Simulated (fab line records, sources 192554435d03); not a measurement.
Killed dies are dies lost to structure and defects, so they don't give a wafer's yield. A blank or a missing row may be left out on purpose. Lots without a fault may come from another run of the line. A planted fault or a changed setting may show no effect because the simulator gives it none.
fab line records | flow n5_finfet
record lots=7 wafers=21
route steps=1938 shown BEOL_M9@1467 BEOL_M10@1474 BEOL_M11@1539 BEOL_M14@1753 BEOL_M15@1820
start_h: hours from the record's first day to the start of the lot's first wafer shown | wait_h: hours since the lot's step before | " the same as in the row above | L1.1+2: a row that stands for several wafers | - no value, or no start given | * or withheld: withheld | < > ~ a bound
route shown NAME@n: a module of which the file shows steps, and the number in the route of the first | usual: mean/standard deviation of fault-free wafers | same: alike in all rows | chamber/n: place in a boat | sites: the reading at each site | _std_site: their standard deviation | _edge_site: outer sites' mean less inner sites' | radius_mm: how far each site lies from the wafer's centre | mask NAME#n: copy n | behind: the tool/chamber that last shaped the wafer | hold: why the lot was held/for how many hours/how that ended | device: the transistor (n, p or np) that didn't switch | end of line: the same wafers' tests at the end of the route | a step without rows: its recipe alone | killed: dies lost to structure and defects at the first sort, not the wafer's yield | map: a wafer's dies, x killed, . not, _ none there
set.NAME: the setting as run; set.NAME@STEP: as run at that earlier step | model.NAME: the simulator's own value behind a step, which no gauge read
lots whose settings were changed on purpose; a table a step, a row a wafer
## steps
# step N5_BEOL_M9_DEP_56
# recipe material=SiCN target_thk_a=150 temp_c=withheld precursor=3MS/NH3 pressure_torr=3 rf_w=202 time_s=26.5
# columns lot.wafer tool chamber start_h wait_h set.time_s model.SiCN_of_BEOL_M9_DEP_56.thk_nm
L083.2+5+6 pecvd-03 1,1,2 267.43 0.0 26.5 15.2
L084.2 pecvd-04 2 267.70 0.0 26.5 15.2
L084.4 " 1 " " 29.47 17
L084.5 " 2 " " 29.47 16.8
L086.1 pecvd-02 0 287.63 0.0 26.5 15
L086.4 " 2 " " 26.5 15.2
L086.6 " 1 " " 26.5 15.4
L089.1 pecvd-02 1 307.63 0.0 25.41 14.4
L089.4 " 1 " " 25.41 14.6
L089.5 " 0 " " 26.5 15
L091.1 pecvd-04 2 311.44 0.0 24.16 13.4
L091.2 " 1 " " 26.5 14.6
L091.3 " 0 " " 24.16 13.6
L093.1 pecvd-02 2 317.70 0.0 26.5 14.6
L093.4 " 2 " " 26.5 14.8
L093.6 " 0 " " 26.5 15
L096.4+6 pecvd-03 2,0 351.58 0.0 26.5 15.2
L096.5 " 1 " " 26.5 15.4
# step N5_BEOL_M10_HM_DEP_02
# recipe material=TiN target_thk_a=200 temp_c=25 chamber_pressure_pa=0.49996
# columns lot.wafer tool chamber start_h wait_h set.target_thk_a model.TiN_of_BEOL_M10_HM_DEP_02.thk_nm
L083.2+5 pvd_sputter-02 - 269.49 1.3 200 20.4
L083.6 " - " " 178.6 18.2
L084.2 pvd_sputter-03 - 269.76 0.8 207 20.8
L084.4 " - " " 200 20.2
L084.5 " - " " 207 21
L086.1 pvd_sputter-02 - 289.55 1.1 200 20.4
L086.4 " - " " 200 20.2
L086.6 " - " " 200 20
L089.1 pvd_sputter-01 - 308.67 0.3 215.5 21.8
L089.4+5 " - " " 200 20
L091.1 pvd_sputter-02 - 313.17 0.7 219.2 22.4
L091.2 " - " " 219.2 22.2
L091.3 " - " " 200 20.4
L093.1 pvd_sputter-01 - 320.73 2.2 200 20
L093.4 " - " " 173.4 17.2
L093.6 " - " " 200 19.6
L096.4+6 pvd_sputter-02 - 353.52 1.2 222.5 22.4
L096.5 " - " " 200 20
# step N5_BEOL_M10_COAT_59
# recipe resist=SOC temp_c=250 time_s=60 spin_rpm=1500 resist_thk_nm=100
# step N5_BEOL_M10_COAT_60
# recipe resist=SiARC temp_c=220 time_s=60 spin_rpm=1500 resist_thk_nm=30
# step N5_BEOL_M10_STRIP_68
# recipe chemistry=N2/H2 temp_c=40 n2_flow_sccm=200 h2_flow_sccm=200 rf_frequency_hz=6e+07
# step N5_BEOL_M10_STRIP_67
# recipe chemistry=CF4 resist=SiARC power_w=300 bias_power_w=75 pressure_mtorr=50 cf4_flow_sccm=150 rf_frequency_hz=6e+07
# step N5_BEOL_M10_HM_OPEN_17
# recipe chemistry=Cl2/BCl3 target_depth_a=200 overetch_a=60 target=TiN mask_material=SOC ion_energy_ev=150 pressure_mtorr=10 icp_w=1000 bias_w=126 Cl2_flow_sccm=53.25 bcl3_flow_sccm=21.75 Ar_flow_sccm=25
# columns lot.wafer tool chamber start_h wait_h set.target_thk_a@BEOL_M10_HM_DEP_02 model.etch.depth_nm
L083.2 rie_metal-02 1 270.26 0.1 200 20.32
L083.5 " 1 " " 200 20.33
L083.6 " 1 " " 178.6 18.13
L084.2 rie_metal-02 1 270.65 0.1 207 20.75
L084.4 " 1 " " 200 20.24
L084.5 " 1 " " 207 20.95
L086.1 rie_metal-01 1 290.40 0.0 200 20.32
L086.4 " 1 " " 200 20.14
L086.6 " 0 " " 200 20.02
L089.1 rie_metal-02 1 309.42 0.0 215.5 21.79
L089.4 " 0 " " 200 19.97
L089.5 " 0 " " 200 20.04
L091.1 rie_metal-01 0 314.07 0.0 219.2 22.34
L091.2 " 1 " " 219.2 22.18
L091.3 " 0 " " 200 20.34
L093.1 rie_metal-01 1 321.59 0.0 200 20.09
L093.4 " 1 " " 173.4 17.12
L093.6 " 0 " " 200 19.68
L096.4 rie_metal-03 1 354.41 0.1 222.5 22.4
L096.5 " 1 " " 200 20.1
L096.6 " 0 " " 222.5 22.44
# step N5_BEOL_M10_STRIP_19
# recipe chemistry=O2 power_w=400 temp_c=40 pressure_mtorr=30 rf_frequency_hz=6e+07 bias_power_w=0 overash_fraction=0.2 o2_flow_sccm=225
# step N5_BEOL_M10_STRIP_73
# recipe chemistry=C4F6/O2 resist=SiARC rf_frequency_hz=6e+07
# step N5_BEOL_M10_STRIP_36
# recipe chemistry=N2/H2 power_w=450 temp_c=40 pressure_mtorr=20 rf_frequency_hz=6e+07 overash_fraction=0.3 bias_power_w=7 h2_frac=0.5 n2_flow_sccm=200 h2_flow_sccm=200
# step N5_BEOL_M10_TRENCH_ETCH_37
# recipe chemistry=C4F6/O2 target_depth_a=1488.3 target=SiCOH_lowk time_s=48 ion_energy_ev=250 pressure_mtorr=30 source_w=345 bias_w=185 Ar_flow_sccm=300 C4F6_flow_sccm=10 O2_flow_sccm=10
# columns lot.wafer tool chamber start_h wait_h set.target_thk_a@BEOL_M10_HM_DEP_02 model.TiN_of_BEOL_M10_HM_DEP_02.thk_nm
L083.2+5 rie_diel-05 3 - - 200 16
L083.6 " 2 " " 178.6 13.8
L084.2 rie_diel-03 1 - - 207 16.6
L084.4 " 2 " " 200 16
L084.5 " 0 " " 207 16.8
L086.1 rie_diel-05 1 - - 200 16.2
L086.4 " 2 " " 200 16
L086.6 " 3 " " 200 15.8
L089.1 rie_diel-06 0 - - 215.5 17.6
L089.4+5 " 2,3 " " 200 16
L091.1 rie_diel-06 2 - - 219.2 18.4
L091.2 " 1 " " 219.2 18.2
L091.3 " 0 " " 200 16.2
L093.1 rie_diel-05 2 - - 200 15.8
L093.4 " 1 " " 173.4 13
L093.6 " 1 " " 200 15.6
L096.4+6 rie_diel-03 1,2 - - 222.5 18.2
L096.5 " 3 " " 200 16
# step N5_BEOL_M11_PECVD_70
# recipe material=SiO2 target_thk_a=200 temp_c=400 precursor=TEOS/O2 pressure_torr=5.5 rf_w=450 teos_flow_sccm=53.8 gas=O2 flow_sccm=3000 time_s=22.7
# columns lot.wafer tool chamber start_h wait_h set.time_s model.SiO2_of_BEOL_M11_PECVD_70.thk_nm
L083.2 pecvd-01 0 276.18 0.0 19.86 17.8
L083.5 " 1 " " 19.86 17.6
L083.6 " 2 " " 22.7 19.8
L084.2 pecvd-02 2 276.54 0.0 22.7 19.8
L084.4 " 2 " " 22.7 20.4
L084.5 " 1 " " 22.7 20
L086.1+4 pecvd-01 1,2 297.66 0.0 22.7 19.8
L086.6 " 0 " " 22.7 20.2
L089.1 pecvd-01 2 315.49 0.0 23.99 21
L089.4 " 2 " " 22.7 20
L089.5 " 0 " " 23.99 21.6
L091.1 pecvd-02 1 319.34 0.0 19.41 16.8
L091.2 " 2 " " 22.7 19.8
L091.3 " 0 " " 22.7 20
L093.1 pecvd-03 0 329.80 0.0 19.56 17.2
L093.4 " 0 " " 22.7 20.4
L093.6 " 2 " " 22.7 19.8
L096.4+6 pecvd-03 0,1 361.20 0.1 22.7 20
L096.5 " 2 " " 22.7 19.4
# step N5_BEOL_M11_COAT_59
# recipe resist=SOC temp_c=250 time_s=60 spin_rpm=1500 resist_thk_nm=100
# columns lot.wafer tool chamber start_h wait_h set.spin_rpm model.SOC_of_BEOL_M11_COAT_59.thk_nm
L083.2+6 litho_track-04 0 277.97 0.1 1386 103.8
L083.5 " 0 " " 1500 100
L084.2+5 litho_track-04 0 278.07 0.1 1500 100
L084.4 " 0 " " 1500 99.6
L086.1+4+6 litho_track-04 0 297.85 0.1 1500 99.6
L089.1 litho_track-04 0 316.55 0.1 1500 100.4
L089.4 " 0 " " 1395 103.8
L089.5 " 0 " " 1500 100.2
L091.1 litho_track-04 0 321.16 0.1 1500 99.8
L091.2 " 0 " " 1443 101.8
L091.3 " 0 " " 1443 101.6
L093.1 litho_track-04 0 331.72 0.1 1552 98.6
L093.4 " 0 " " 1500 100
L093.6 " 0 " " 1552 98.4
L096.4+6 litho_track-03 0 363.12 0.1 1571 98
L096.5 " 0 " " 1500 100.2
# step N5_BEOL_M11_COAT_60
# recipe resist=SiARC temp_c=220 time_s=60 spin_rpm=1500 resist_thk_nm=30
# step N5_BEOL_M11_COAT_05
# recipe resist=CAR-ArF spin_rpm=1500 resist_thk_nm=90
# step N5_BEOL_M11_DESCUM_16
# recipe chemistry=O2 time_s=7.9 source_power_w=50 bias_power_w=20 pressure_mtorr=20 rf_frequency_hz=2.712e+07 temp_c=40 resist=CAR-ArF o2_flow_sccm=225
# step N5_BEOL_M11_ETCH_61
# recipe chemistry=CF4 target=SiARC target_depth_a=390 mask_material=CAR-ArF time_s=65 ion_energy_ev=80 pressure_mtorr=40 source_w=545 bias_w=36 Ar_flow_sccm=100 cf4_flow_sccm=100 ends=cleared
# step N5_BEOL_M11_ETCH_62
# recipe chemistry=N2/H2 target=SOC target_depth_a=1100 overetch_a=220 mask_material=SiARC temp_c=40 time_s=165 ion_energy_ev=200 pressure_mtorr=30 source_w=840 bias_w=150 n2_flow_sccm=200 h2_flow_sccm=200
# columns lot.wafer tool chamber start_h wait_h set.spin_rpm@BEOL_M11_COAT_59 model.etch.depth_nm
L083.2+6 rie_diel-01 1 278.66 0.0 1386 103.8
L083.5 " 0 " " 1500 99.95
L084.2+5 rie_diel-02 0,1 278.85 0.0 1500 99.92
L084.4 " 1 " " 1500 99.59
L086.1 rie_diel-04 2 298.53 0.0 1500 99.52
L086.4 " 0 " " 1500 99.59
L086.6 " 1 " " 1500 99.65
L089.1 rie_diel-04 0 316.97 0.0 1500 100.3
L089.4 " 3 " " 1395 103.8
L089.5 " 0 " " 1500 100.1
L091.1 rie_diel-04 3 321.76 0.0 1500 99.73
L091.2 " 1 " " 1443 101.7
L091.3 " 2 " " 1443 101.6
L093.1 rie_diel-02 3 332.13 0.0 1552 98.56
L093.4 " 1 " " 1500 100
L093.6 " 0 " " 1552 98.36
L096.4+6 rie_diel-02 2,0 363.67 0.0 1571 97.92
L096.5 " 3 " " 1500 100.3
# step N5_BEOL_M14_TRENCH_ETCH_34
# recipe chemistry=C4F8/O2/Ar target=SiO2 target_depth_a=5566.5 mask_material=SOC he_inner_torr=15 he_outer_torr=30 time_s=126.9 ion_energy_ev=800 pressure_mtorr=20 source_w=1905 bias_w=2040 Ar_flow_sccm=400 C4F8_flow_sccm=16 O2_flow_sccm=12
# columns lot.wafer tool chamber start_h wait_h set.time_s model.etch.depth_nm
L084.2 rie_diel-05 3 297.52 0.0 126.9 569.9
L084.4 " 2 " " 126.9 561.3
L084.5 " 3 " " 126.9 572.1
L083.2 rie_diel-05 1 298.87 0.0 126.9 553.8
L083.5 " 0 " " 126.9 569
L083.6 " 3 " " 112.1 506.2
L086.1 rie_diel-05 3 316.86 0.0 126.9 576.2
L086.4 " 2 " " 126.9 562.4
L086.6 " 0 " " 126.9 566.7
L089.1 rie_diel-05 2 337.53 0.0 118.4 516.9
L089.4 " 1 " " 126.9 544.3
L089.5 " 3 " " 118.4 533.8
L091.1 rie_diel-03 3 343.69 0.0 139.6 603.1
L091.2 " 1 " " 126.9 569.5
L091.3 " 0 " " 139.6 628.1
L093.1 rie_diel-06 2 353.04 0.0 126.9 536.8
L093.4 " 1 " " 154.8 676.4
L093.6 " 3 " " 126.9 563.2
L096.4 rie_diel-03 2 381.09 0.0 126.9 567.3
L096.5 " 2 " " 139.5 619.2
L096.6 " 1 " " 126.9 562.1
# step N5_BEOL_M14_STRIP_70
# recipe chemistry=C4F8/O2/Ar resist=SiARC rf_frequency_hz=6e+07
# step N5_BEOL_M14_OCD_MEAS_35
# usual trench_depth_nm=559/11
# columns lot.wafer tool chamber start_h wait_h set.time_s@BEOL_M14_TRENCH_ETCH_34 trench_depth_nm
L084.2 ocd-01 - 297.68 0.0 126.9 570
L084.4 " - " " 126.9 561
L084.5 " - " " 126.9 572
L083.2 ocd-01 - 299.02 0.0 126.9 554
L083.5 " - " " 126.9 569
L083.6 " - " " 112.1 506
L086.1 ocd-02 - 317.02 0.0 126.9 576
L086.4 " - " " 126.9 562
L086.6 " - " " 126.9 567
L089.1 ocd-01 - 337.69 0.0 118.4 517
L089.4 " - " " 126.9 545
L089.5 " - " " 118.4 534
L091.1 ocd-01 - 343.84 0.0 139.6 603
L091.2 " - " " 126.9 570
L091.3 " - " " 139.6 628
L093.1 ocd-02 - 353.19 0.0 126.9 537
L093.4 " - " " 154.8 676
L093.6 " - " " 126.9 564
L096.4 ocd-01 - 381.25 0.0 126.9 567
L096.5 " - " " 139.5 619
L096.6 " - " " 126.9 562
# step N5_BEOL_M14_STRIP_37
# recipe chemistry=O2 power_w=600 temp_c=60 pressure_mtorr=30 rf_frequency_hz=6e+07 bias_power_w=0 overash_fraction=0.3 o2_flow_sccm=225
# step N5_BEOL_M14_ETCH_38
# recipe chemistry=CF4/N2 target=SiCN target_depth_a=1065 taper_deg=2 time_s=120.6 ion_energy_ev=150 mask_material=SiO2 pressure_mtorr=40 source_w=430 bias_w=70 Ar_flow_sccm=100 cf4_flow_sccm=60 n2_flow_sccm=60
# step N5_BEOL_M14_ECD_47
# recipe material=Cu target_thk_a=12480
# step N5_BEOL_M14_ANNEAL_48
# recipe temp_c=225 time_s=90 ambient=N2
# step N5_BEOL_M14_CMP_49
# recipe stop_on=SiO2 t_overpolish_s=5.2 down_force_psi=2 platen_rpm=80 clearing_platen_down_force_psi=2 clearing_platen_rpm=80 post_cmp_clean=cu_alkaline target_thk_nm=560 clearing_platen_pad_velocity_m_s=1.5917 pad_velocity_m_s=1.5917
# columns lot.wafer tool chamber start_h wait_h set.time_s@BEOL_M14_TRENCH_ETCH_34 model.Cu_of_BEOL_M14_ECD_47.thk_nm
L084.2 cmp-04 1 302.19 0.3 126.9 574.6
L084.4 " 2 " " 126.9 566.4
L084.5 " 0 " " 126.9 576
L083.2 cmp-01 1 302.28 0.3 126.9 558.2
L083.5 " 3 " " 126.9 571
L083.6 " 0 " " 112.1 507.2
L086.1 cmp-01 1 322.28 0.3 126.9 579.4
L086.4 " 3 " " 126.9 564.8
L086.6 " 2 " " 126.9 568
L089.4 cmp-04 3 338.92 0.2 126.9 548
L089.1 " 0 " " 118.4 519.2
L089.5 " 2 " " 118.4 537.4
L091.3 cmp-04 3 345.70 0.2 139.6 631.2
L091.1 " 0 " " 139.6 606.8
L091.2 " 1 " " 126.9 573.2
L093.4 cmp-03 2 361.18 0.1 154.8 679.8
L093.1 " 3 " " 126.9 539.4
L093.6 " 2 " " 126.9 566.8
L096.4 cmp-03 2 383.55 0.2 126.9 571.6
L096.6 " 2 " " 126.9 565.2
L096.5 " 3 " " 139.5 621.6
# step N5_BEOL_M14_THK_MEAS_50
# recipe thk_meas_gauge=xrf reads=Cu_of_BEOL_M14_ECD_47
# usual M14_THK=558/12
# columns lot.wafer tool chamber start_h wait_h set.time_s@BEOL_M14_TRENCH_ETCH_34 M14_THK[nm]
L084.2 film_metro-01 - 302.41 - 126.9 577
L084.4 " - " " 126.9 567
L084.5 " - " " 126.9 575
L083.2 film_metro-01 - 302.50 - 126.9 561
L083.5 " - " " 126.9 576
L083.6 " - " " 112.1 510
L086.1 film_metro-02 - 322.58 - 126.9 567
L086.4 " - " " 126.9 552
L086.6 " - " " 126.9 556
L089.1 film_metro-01 - 339.14 - 118.4 518
L089.4 " - " " 126.9 547
L089.5 " - " " 118.4 537
L091.1 film_metro-02 - 345.99 - 139.6 592
L091.2 " - " " 126.9 561
L091.3 " - " " 139.6 616
L093.1 film_metro-02 - 361.48 - 126.9 534
L093.4 " - " " 154.8 675
L093.6 " - " " 126.9 565
L096.4 film_metro-01 - 383.84 - 126.9 567
L096.5 " - " " 139.5 615
L096.6 " - " " 126.9 560
# step N5_BEOL_M14_PRE_CLEAN_52
# recipe gas=NH3 time_s=15 temp_c=withheld rf_power_w=300
# step N5_BEOL_M14_DEP_53
# recipe material=SiCN target_thk_a=500 temp_c=withheld precursor=3MS/NH3 pressure_torr=3 rf_w=675 time_s=17.8
# step N5_BEOL_M14_RS_MEAS_54
# recipe thk_meas_gauge=four-point-probe reads=Cu_of_BEOL_M14_ECD_47+Ta_of_BEOL_M14_SPUTTER_44+TaN_of_BEOL_M14_SPUTTER_43
# usual M14_RS=0.0330/0.00068
# columns lot.wafer tool chamber start_h wait_h set.time_s@BEOL_M14_TRENCH_ETCH_34 M14_RS[ohm/sq]
L084.2 film_metro-02 - 302.54 0.1 126.9 0.0323
L084.4 " - " " 126.9 0.0328
L084.5 " - " " 126.9 0.0322
L083.2 film_metro-01 - 302.63 0.1 126.9 0.0333
L083.5 " - " " 126.9 0.0326
L083.6 " - " " 112.1 0.0367
L086.1 film_metro-01 - 322.71 0.0 126.9 0.0320
L086.4 " - " " 126.9 0.0329
L086.6 " - " " 126.9 0.0328
L089.1 film_metro-01 - 339.27 0.0 118.4 0.0359
L089.4 " - " " 126.9 0.0339
L089.5 " - " " 118.4 0.0347
L091.1 film_metro-02 - 346.12 0.0 139.6 0.0305
L091.2 " - " " 126.9 0.0323
L091.3 " - " " 139.6 0.0293
L093.1 film_metro-02 - 361.60 0.0 126.9 0.0344
L093.4 " - " " 154.8 0.0272
L093.6 " - " " 126.9 0.0327
L096.4 film_metro-01 - 383.97 0.0 126.9 0.0326
L096.5 " - " " 139.5 0.0299
L096.6 " - " " 126.9 0.0328
# step N5_BEOL_M15_SPUTTER_44
# recipe material=Ta target_thk_a=150 temp_c=50 bias_v=80 power_w=15000 chamber_pressure_pa=0.07 time_s=24.19
# columns lot.wafer tool chamber start_h wait_h set.power_w model.Ta_of_BEOL_M15_SPUTTER_44.thk_nm
L084.2 pvd_sputter-03 - 306.99 0.0 15000 15.4
L084.4 " - " " 15000 15.2
L084.5 " - " " 16580 17
L083.2 pvd_sputter-02 - 307.17 0.0 15000 14.6
L083.5 " - " " 16320 16
L083.6 " - " " 16320 16.2
L086.1+4 pvd_sputter-02 - 326.61 0.0 15000 15
L086.6 " - " " 15000 15.2
L089.1 pvd_sputter-03 - 344.36 0.0 13150 13.4
L089.4 " - " " 13150 13.2
L089.5 " - " " 15000 15.2
L091.1+2 pvd_sputter-01 - 350.96 0.0 16410 16
L091.3 " - " " 15000 14.6
L093.1 pvd_sputter-02 - 365.05 0.0 17530 17.6
L093.4 " - " " 15000 15.2
L093.6 " - " " 15000 15
L096.4 pvd_sputter-02 - 388.79 0.0 15000 14.8
L096.5+6 " - " " 15000 15
## key
split step=N5_BEOL_M9_DEP_56 setting=time_s stated=26.5 by=wafer
response step=N5_BEOL_M9_DEP_56 reading=model.SiCN_of_BEOL_M9_DEP_56.thk_nm change=+0.14 per=1% r=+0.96
split step=N5_BEOL_M10_HM_DEP_02 setting=target_thk_a stated=200 by=wafer
response step=N5_BEOL_M10_HM_DEP_02 reading=model.TiN_of_BEOL_M10_HM_DEP_02.thk_nm change=+0.206 per=1% r=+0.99
response step=N5_BEOL_M10_HM_OPEN_17 reading=model.etch.depth_nm change=+0.207 per=1% r=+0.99
response step=N5_BEOL_M10_TRENCH_ETCH_37 reading=model.TiN_of_BEOL_M10_HM_DEP_02.thk_nm change=+0.205 per=1% r=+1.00
split step=N5_BEOL_M11_PECVD_70 setting=time_s stated=22.7 by=wafer
response step=N5_BEOL_M11_PECVD_70 reading=model.SiO2_of_BEOL_M11_PECVD_70.thk_nm change=+0.201 per=1% r=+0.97
split step=N5_BEOL_M11_COAT_59 setting=spin_rpm stated=1500 by=wafer
response step=N5_BEOL_M11_COAT_59 reading=model.SOC_of_BEOL_M11_COAT_59.thk_nm change=-0.49 per=1% r=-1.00
response step=N5_BEOL_M11_ETCH_62 reading=model.etch.depth_nm change=-0.502 per=1% r=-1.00
split step=N5_BEOL_M14_TRENCH_ETCH_34 setting=time_s stated=126.9 by=wafer
response step=N5_BEOL_M14_TRENCH_ETCH_34 reading=model.etch.depth_nm change=+5.27 per=1% r=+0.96
response step=N5_BEOL_M14_OCD_MEAS_35 reading=trench_depth_nm change=+5.27 per=1% r=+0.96
response step=N5_BEOL_M14_CMP_49 reading=model.Cu_of_BEOL_M14_ECD_47.thk_nm change=+5.3 per=1% r=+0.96
response step=N5_BEOL_M14_THK_MEAS_50 reading=M14_THK change=+5.24 per=1% r=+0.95
response step=N5_BEOL_M14_RS_MEAS_54 reading=M14_RS change=-0.000286 per=1% r=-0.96
split step=N5_BEOL_M15_SPUTTER_44 setting=power_w stated=15000 by=wafer
response step=N5_BEOL_M15_SPUTTER_44 reading=model.Ta_of_BEOL_M15_SPUTTER_44.thk_nm change=+0.154 per=1% r=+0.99
